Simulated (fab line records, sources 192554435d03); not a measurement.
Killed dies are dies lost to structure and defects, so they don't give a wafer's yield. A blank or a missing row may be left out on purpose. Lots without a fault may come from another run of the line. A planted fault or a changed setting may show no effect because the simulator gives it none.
Which tool did it? | flow n5_finfet | 10 lots, 30 wafers sampled, at 6 steps of a route of 1938

WHAT THE GAUGES READ, wafer by wafer
N5_BEOL_M1_THK_MEAS_01. Usual: M1_ILD_THK 79.1 nm, standard deviation 1.
lot  | measured     | on            | M1_ILD_THK (nm) | flag
L678 | day 6 10:35  | film_metro-01 | 78.1 79.4 78.5  |
L679 | day 6 11:52  | film_metro-01 | 78.8 79.7 79.5  |
L682 | day 7 01:31  | film_metro-01 | 77.4 78.2 79.3  |
L683 | day 7 07:32  | film_metro-02 | 79.1 80.5 80.6  |
L685 | day 7 17:02  | film_metro-01 | 78.7 79.0 80.5  |
L687 | day 8 05:11  | film_metro-02 | 78.0 79.5 78.3  |
L689 | day 8 20:46  | film_metro-02 | 78.2 48.4 49.0  | OFF
L680 | day 11 02:29 | film_metro-02 | 78.9 79.5 79.3  |
L699 | day 11 12:47 | film_metro-02 | 79.2 79.6 80.5  |
L701 | day 12 02:19 | film_metro-01 | 78.0 78.3 79.7  |

N5_BEOL_M4_RC_MEAS_101. Usual: DIBL_N 36.1 mV/V, standard deviation 1.6; DIBL_P 35.7 mV/V, standard deviation 1.8; IOFF_N 0.159 nA/um, standard deviation 0.027; IOFF_P 0.21 nA/um, standard deviation 0.03; ION_N 673 uA/um, standard deviation 10; ION_P 462 uA/um, standard deviation 7.4; SS_N 71.4 mV/dec, standard deviation 0.56; SS_P 73.2 mV/dec, standard deviation 0.61; VT_N 249.7 mV, standard deviation 3; VT_P -250 mV, standard deviation 3.1.
lot  | measured     | on        | DIBL_N (mV/V)  | DIBL_P (mV/V)  | IOFF_N (nA/um)    | IOFF_P (nA/um) | ION_N (uA/um) | ION_P (uA/um) | SS_N (mV/dec)  | SS_P (mV/dec)  | VT_N (mV)         | VT_P (mV)      | flag
L678 | day 7 22:14  | prober-01 | 33.2 34.0 32.9 | 33.2 35.0 32.9 | 0.118 0.134 0.122 | 0.19 0.22 0.19 | 664 661 661   | 460 466 459   | 70.7 71.5 71.3 | 72.6 73.1 72.2 | 253.6 251.4 250.9 | -248 -249 -250 |
L679 | day 8 03:34  | prober-01 | 37.4 34.4 35.2 | 38.9 35.6 35.5 | 0.206 0.145 0.154 | 0.25 0.19 0.19 | 692 676 664   | 463 462 451   | 72.8 71.5 71.9 | 74.3 73.1 72.6 | 244.1 248.1 248.0 | -251 -254 -255 |
L682 | day 8 17:10  | prober-02 | 37.9 36.6 39.2 | 37.4 35.8 38.7 | 0.156 0.136 0.189 | 0.19 0.18 0.24 | 664 662 678   | 448 451 458   | 71.6 71.7 72.0 | 73.6 73.1 73.8 | 252.5 253.1 248.9 | -253 -254 -251 |
L683 | day 8 23:52  | prober-02 | 36.4 37.0 36.4 | 34.9 35.9 35.9 | 0.162 0.170 0.167 | 0.20 0.22 0.23 | 671 678 676   | 463 467 469   | 71.4 71.6 71.2 | 72.7 73.7 73.8 | 250.1 246.8 247.0 | -250 -248 -247 |
L685 | day 9 07:34  | prober-01 | 38.1 35.9 37.8 | 35.7 33.7 36.1 | 0.166 0.131 0.174 | 0.20 0.18 0.21 | 666 671 684   | 453 460 466   | 71.7 71.0 72.0 | 73.3 72.3 73.2 | 248.8 252.3 247.9 | -252 -249 -250 |
L687 | day 10 04:53 | prober-02 | 35.7 33.3 36.9 | 35.6 33.7 36.3 | 0.161 0.131 0.187 | 0.20 0.17 0.21 | 671 672 679   | 455 459 455   | 71.8 70.0 71.9 | 72.6 72.1 73.8 | 251.7 255.0 249.4 | -250 -253 -249 |
L689 | day 10 17:29 | prober-02 | 35.6           | 36.0           | 0.159             | 0.20           | 684           | 463           | 71.0           | 73.1           | 247.0             | -251           |
L680 | day 13 19:43 | prober-02 | 35.2 34.6 35.8 | 36.1 35.4 36.3 | 0.172 0.143 0.170 | 0.23 0.23 0.24 | 691 664 680   | 479 471 468   | 71.9 71.3 71.6 | 73.7 73.3 74.1 | 247.3 251.2 250.4 | -247 -246 -246 |
L699 | day 13 21:15 | prober-01 | 37.1 35.3 36.2 | 36.8 34.9 36.0 | 0.195 0.147 0.178 | 0.23 0.19 0.22 | 678 672 677   | 461 457 463   | 71.9 71.5 72.2 | 72.9 72.3 72.4 | 247.2 251.9 249.4 | -250 -253 -250 |
L701 | day 14 16:55 | prober-02 | 34.9 40.0 37.2 | 33.0 39.2 35.1 | 0.124 0.210 0.147 | 0.19 0.30 0.23 | 667 684 675   | 465 473 478   | 70.6 71.4 70.6 | 72.9 75.1 73.6 | 250.1 246.3 249.8 | -249 -246 -248 |

WHICH TOOL RAN EACH LOT (tool, then ch and the chambers of the sampled wafers, then the start)
lot  | N5_BEOL_M0_SPUTTER_116       | N5_BEOL_M0_ANNEAL_117        | N5_BEOL_M0_CO_CAP_123            | N5_BEOL_M1_ILD_DEP_00
L678 | pvd_sputter-01, day 6 08:40  | pvd_sputter-01, day 6 08:45  | cvd_co-01 ch 2, day 6 10:14      | pecvd-03 ch 1,2, day 6 10:31
L679 | pvd_sputter-03, day 6 10:11  | pvd_sputter-03, day 6 10:16  | cvd_co-01 ch 0,2, day 6 11:31    | pecvd-03 ch 1,2, day 6 11:47
L682 | pvd_sputter-02, day 6 23:58  | pvd_sputter-02, day 7 00:03  | cvd_co-01 ch 0,1,2, day 7 01:12  | pecvd-03 ch 0,2, day 7 01:27
L683 | pvd_sputter-01, day 7 05:58  | pvd_sputter-01, day 7 06:02  | cvd_co-01 ch 0,1,2, day 7 07:11  | pecvd-01 ch 1,2, day 7 07:28
L685 | pvd_sputter-02, day 7 15:28  | pvd_sputter-02, day 7 15:32  | cvd_co-01 ch 0,1, day 7 16:41    | pecvd-01 ch 0,1, day 7 16:58
L687 | pvd_sputter-01, day 8 03:17  | pvd_sputter-01, day 8 03:22  | cvd_co-01 ch 0,1,2, day 8 04:52  | pecvd-03 ch 1,2, day 8 05:07
L689 | pvd_sputter-01, day 8 19:08  | pvd_sputter-01, day 8 19:13  | cvd_co-01 ch 0,2, day 8 20:26    | pecvd-03 ch 1,2, day 8 20:41
L680 | pvd_sputter-02, day 11 00:46 | pvd_sputter-02, day 11 00:51 | cvd_co-01 ch 1,2, day 11 02:09   | pecvd-01 ch 0,1, day 11 02:24
L699 | pvd_sputter-02, day 11 11:14 | pvd_sputter-02, day 11 11:19 | cvd_co-02 ch 0,1,2, day 11 12:28 | pecvd-02 ch 0,1, day 11 12:43
L701 | pvd_sputter-02, day 12 00:47 | pvd_sputter-02, day 12 00:52 | cvd_co-02 ch 1,2, day 12 02:00   | pecvd-01 ch 0,1,2, day 12 02:15
- N5_BEOL_M0_SPUTTER_116: material Cu, target thk 4 nm, time 7.37 s.
- N5_BEOL_M0_ANNEAL_117: time 60 s.
- N5_BEOL_M0_CO_CAP_123: material Co, precursor CCTBA/H2, target thk 2 nm, time 102.1 s.
- N5_BEOL_M1_ILD_DEP_00: deposits SiOC from DEMS/O2, target thk 79 nm, time 15.3 s.

WHAT THE TOOLS THEMSELVES READ (means of the sampled wafers that have a number; where no wafer has one, the mark that the record gives instead)
N5_BEOL_M0_SPUTTER_116. Usual: throttle_valve_pct 29.5 %, standard deviation 1.2.
lot  | tool           | throttle_valve_pct (%) | flag
L678 | pvd_sputter-01 | 30.0                   |
L679 | pvd_sputter-03 | 29.1                   |
L682 | pvd_sputter-02 | 30.2                   |
L683 | pvd_sputter-01 | 30.1                   |
L685 | pvd_sputter-02 | 29.6                   |
L687 | pvd_sputter-01 | 29.6                   |
L689 | pvd_sputter-01 | 29.9                   |
L680 | pvd_sputter-02 | 30.3                   |
L699 | pvd_sputter-02 | 30.4                   |
L701 | pvd_sputter-02 | 31.1                   |

N5_BEOL_M0_ANNEAL_117. Usual: heater_power_w 802 W, standard deviation 62.
lot  | tool           | heater_power_w (W) | flag
L678 | pvd_sputter-01 | 815                |
L679 | pvd_sputter-03 | 798                |
L682 | pvd_sputter-02 | 792                |
L683 | pvd_sputter-01 | 813                |
L685 | pvd_sputter-02 | 791                |
L687 | pvd_sputter-01 | 781                |
L689 | pvd_sputter-01 | 830                |
L680 | pvd_sputter-02 | 830                |
L699 | pvd_sputter-02 | 818                |
L701 | pvd_sputter-02 | 780                |

N5_BEOL_M0_CO_CAP_123. Usual: heater_power_w 241 W, standard deviation 12.
lot  | tool      | heater_power_w (W) | flag
L678 | cvd_co-01 | 250                |
L679 | cvd_co-01 | 244                |
L682 | cvd_co-01 | 244                |
L683 | cvd_co-01 | 243                |
L685 | cvd_co-01 | 238                |
L687 | cvd_co-01 | 244                |
L689 | cvd_co-01 | 242                |
L680 | cvd_co-01 | 244                |
L699 | cvd_co-02 | 235                |
L701 | cvd_co-02 | 221                |

N5_BEOL_M1_ILD_DEP_00. Usual: heater_power_w 455 W, standard deviation 39; showerhead_plenum_p_Torr 5.692 Torr, standard deviation 0.014; throttle_valve_pct 11.7 %, standard deviation 0.56.
lot  | tool     | heater_power_w (W) | showerhead_plenum_p_Torr (Torr) | throttle_valve_pct (%) | flag
L678 | pecvd-03 | 457                | 5.692                           | 11.5                   |
L679 | pecvd-03 | 485                | 5.690                           | 11.5                   |
L682 | pecvd-03 | 495                | 5.686                           | 11.6                   |
L683 | pecvd-01 | 442                | 5.687                           | 11.2                   |
L685 | pecvd-01 | 451                | 5.708                           | 12.1                   |
L687 | pecvd-03 | 463                | 5.684                           | 11.2                   |
L689 | pecvd-03 | 434                | 5.687                           | 11.5                   |
L680 | pecvd-01 | 441                | 5.695                           | 12.2                   |
L699 | pecvd-02 | 448                | 5.694                           | 11.9                   |
L701 | pecvd-01 | 402                | 5.685                           | 11.7                   |

THE ANSWER, worked out from the rows above alone
Rule: a lot is off if the mean of its wafers that have a number lies more than 3 standard deviations from the usual mean. A lot without any number at a reading at which 4 lots or more have one is off too. The other lots that the step has rows for count as sound. The gauges are gone through in route order, then the tools' own readings, and for those a lot's mean is taken as printed above. The first step at which some lot is off is used, and at that step the reading that is off furthest; a lot without a number counts as furthest.
Off: L689, at N5_BEOL_M1_THK_MEAS_01 (M1_ILD_THK).
A tool fits if, at a process step before that reading, it ran every lot that is off, and no sound lot after the first of them. The gauges at N5_BEOL_M1_THK_MEAS_01 are tried like those tools. Can't be told from this: 2 tools fit, pvd_sputter-01 at N5_BEOL_M0_SPUTTER_116 and N5_BEOL_M0_ANNEAL_117, pecvd-03 at N5_BEOL_M1_ILD_DEP_00.

WHAT THE SIMULATOR HAD PUT IN
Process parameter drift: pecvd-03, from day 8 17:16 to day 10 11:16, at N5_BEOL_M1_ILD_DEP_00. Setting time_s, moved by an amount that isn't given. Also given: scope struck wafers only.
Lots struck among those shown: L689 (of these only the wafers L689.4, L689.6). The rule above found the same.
